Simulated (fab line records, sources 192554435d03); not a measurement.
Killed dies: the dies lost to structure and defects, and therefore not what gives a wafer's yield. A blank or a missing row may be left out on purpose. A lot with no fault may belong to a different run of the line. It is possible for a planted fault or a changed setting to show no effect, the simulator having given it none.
Chamber matching || flow n5-finfet || N5_BEOL_M4_ILD_DEP_00 on pecvd-03: 3 sister chambers
The step deposits SiOC from DEMS/O2, target thk 79 nm, time 15.3 s. 18 wafers are shown with their chamber, then 9 later ones without.

## WAFERS PAIRED WITH THEIR CHAMBERS
{"wafer": "L076.1", "chamber": 0, "throttle-valve-pct (%)": 12.0, "heater-power-w (W)": 471, "showerhead-plenum-p-Torr (Torr)": 5.705}
{"wafer": "L076.3", "chamber": 1, "throttle-valve-pct (%)": 12.6, "heater-power-w (W)": 424, "showerhead-plenum-p-Torr (Torr)": 5.729}
{"wafer": "L076.5", "chamber": 1, "throttle-valve-pct (%)": 12.8, "heater-power-w (W)": 428, "showerhead-plenum-p-Torr (Torr)": 5.726}
{"wafer": "L081.1", "chamber": 1, "throttle-valve-pct (%)": 12.7, "heater-power-w (W)": 452, "showerhead-plenum-p-Torr (Torr)": 5.723}
{"wafer": "L081.4", "chamber": 1, "throttle-valve-pct (%)": 13.0, "heater-power-w (W)": 459, "showerhead-plenum-p-Torr (Torr)": 5.705}
{"wafer": "L081.6", "chamber": 0, "throttle-valve-pct (%)": 11.7, "heater-power-w (W)": 496, "showerhead-plenum-p-Torr (Torr)": 5.688}
{"wafer": "L082.1", "chamber": 1, "throttle-valve-pct (%)": 12.8, "heater-power-w (W)": 436, "showerhead-plenum-p-Torr (Torr)": 5.722}
{"wafer": "L082.2", "chamber": 0, "throttle-valve-pct (%)": 12.0, "heater-power-w (W)": 474, "showerhead-plenum-p-Torr (Torr)": 5.685}
{"wafer": "L082.5", "chamber": 2, "throttle-valve-pct (%)": 11.5, "heater-power-w (W)": 536, "showerhead-plenum-p-Torr (Torr)": 5.690}
{"wafer": "L086.1", "chamber": 2, "throttle-valve-pct (%)": 11.4, "heater-power-w (W)": 526, "showerhead-plenum-p-Torr (Torr)": 5.684}
{"wafer": "L086.5", "chamber": 2, "throttle-valve-pct (%)": 11.7, "heater-power-w (W)": 550, "showerhead-plenum-p-Torr (Torr)": 5.701}
{"wafer": "L086.6", "chamber": 0, "throttle-valve-pct (%)": 11.7, "heater-power-w (W)": 438, "showerhead-plenum-p-Torr (Torr)": 5.694}
{"wafer": "L087.1", "chamber": 0, "throttle-valve-pct (%)": 11.4, "heater-power-w (W)": 430, "showerhead-plenum-p-Torr (Torr)": 5.700}
{"wafer": "L087.2", "chamber": 1, "throttle-valve-pct (%)": 12.8, "heater-power-w (W)": 450, "showerhead-plenum-p-Torr (Torr)": 5.707}
{"wafer": "L087.3", "chamber": 2, "throttle-valve-pct (%)": 11.8, "heater-power-w (W)": 553, "showerhead-plenum-p-Torr (Torr)": 5.686}
{"wafer": "L087.4", "chamber": 0, "throttle-valve-pct (%)": 11.5, "heater-power-w (W)": 446, "showerhead-plenum-p-Torr (Torr)": 5.690}
{"wafer": "L087.5", "chamber": 2, "throttle-valve-pct (%)": 11.7, "heater-power-w (W)": 570, "showerhead-plenum-p-Torr (Torr)": 5.691}
{"wafer": "L087.6", "chamber": 1, "throttle-valve-pct (%)": 12.7, "heater-power-w (W)": 438, "showerhead-plenum-p-Torr (Torr)": 5.708}

SIGNATURES (means of the wafers above)
{"reading": "throttle-valve-pct", "chamber 0": 11.717, "chamber 1": 12.771, "chamber 2": 11.620, "scatter within a chamber": 0.185}
{"reading": "heater-power-w", "chamber 0": 459.17, "chamber 1": 441.00, "chamber 2": 547.00, "scatter within a chamber": 18.9}
{"reading": "showerhead-plenum-p-Torr", "chamber 0": 5.69367, "chamber 1": 5.71714, "chamber 2": 5.69040, "scatter within a chamber": 0.00846}
Rule: a wafer's distance from a chamber is the root of the sum, over the readings, of the square of ((its reading less the chamber's mean) divided by the reading's scatter). The wafer belongs to the nearest chamber; if the next one is less than 2 further off, it can't be placed. The scatter is the square root of a quotient: the sum, over the shown wafers, of each reading's squared deviation from its chamber's mean, divided by wafers minus chambers.

## WAFERS WITH NO CHAMBER GIVEN
{"wafer": "L091.1", "throttle-valve-pct (%)": 11.6, "heater-power-w (W)": 510, "showerhead-plenum-p-Torr (Torr)": 5.686}
{"wafer": "L091.2", "throttle-valve-pct (%)": 12.6, "heater-power-w (W)": 366, "showerhead-plenum-p-Torr (Torr)": 5.699}
{"wafer": "L091.5", "throttle-valve-pct (%)": 11.6, "heater-power-w (W)": 500, "showerhead-plenum-p-Torr (Torr)": 5.696}
{"wafer": "L090.1", "throttle-valve-pct (%)": 12.9, "heater-power-w (W)": 435, "showerhead-plenum-p-Torr (Torr)": 5.727}
{"wafer": "L090.3", "throttle-valve-pct (%)": 11.5, "heater-power-w (W)": 519, "showerhead-plenum-p-Torr (Torr)": 5.713}
{"wafer": "L090.4", "throttle-valve-pct (%)": 11.7, "heater-power-w (W)": 505, "showerhead-plenum-p-Torr (Torr)": 5.713}
{"wafer": "L095.2", "throttle-valve-pct (%)": 11.4, "heater-power-w (W)": 483, "showerhead-plenum-p-Torr (Torr)": 5.690}
{"wafer": "L095.3", "throttle-valve-pct (%)": 12.7, "heater-power-w (W)": 385, "showerhead-plenum-p-Torr (Torr)": 5.707}
{"wafer": "L095.4", "throttle-valve-pct (%)": 12.6, "heater-power-w (W)": 385, "showerhead-plenum-p-Torr (Torr)": 5.724}

## WHICH CHAMBER EACH ONE RAN IN
{"wafer": "L091.1", "from the rows above": "can't be placed: 2 or 0", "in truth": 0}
{"wafer": "L091.2", "from the rows above": 1, "in truth": 1}
{"wafer": "L091.5", "from the rows above": "can't be placed: 0 or 2", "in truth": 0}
{"wafer": "L090.1", "from the rows above": 1, "in truth": 1}
{"wafer": "L090.3", "from the rows above": "can't be placed: 2 or 0", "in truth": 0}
{"wafer": "L090.4", "from the rows above": "can't be placed: 0 or 2", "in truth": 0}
{"wafer": "L095.2", "from the rows above": "can't be placed: 0 or 2", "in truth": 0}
{"wafer": "L095.3", "from the rows above": 1, "in truth": 1}
{"wafer": "L095.4", "from the rows above": 1, "in truth": 1}
Correct placement for 4 of the 9. Cannot be placed on the basis of these rows: 5; the candidates contain the true chamber in 5. Number placed wrongly: 0.
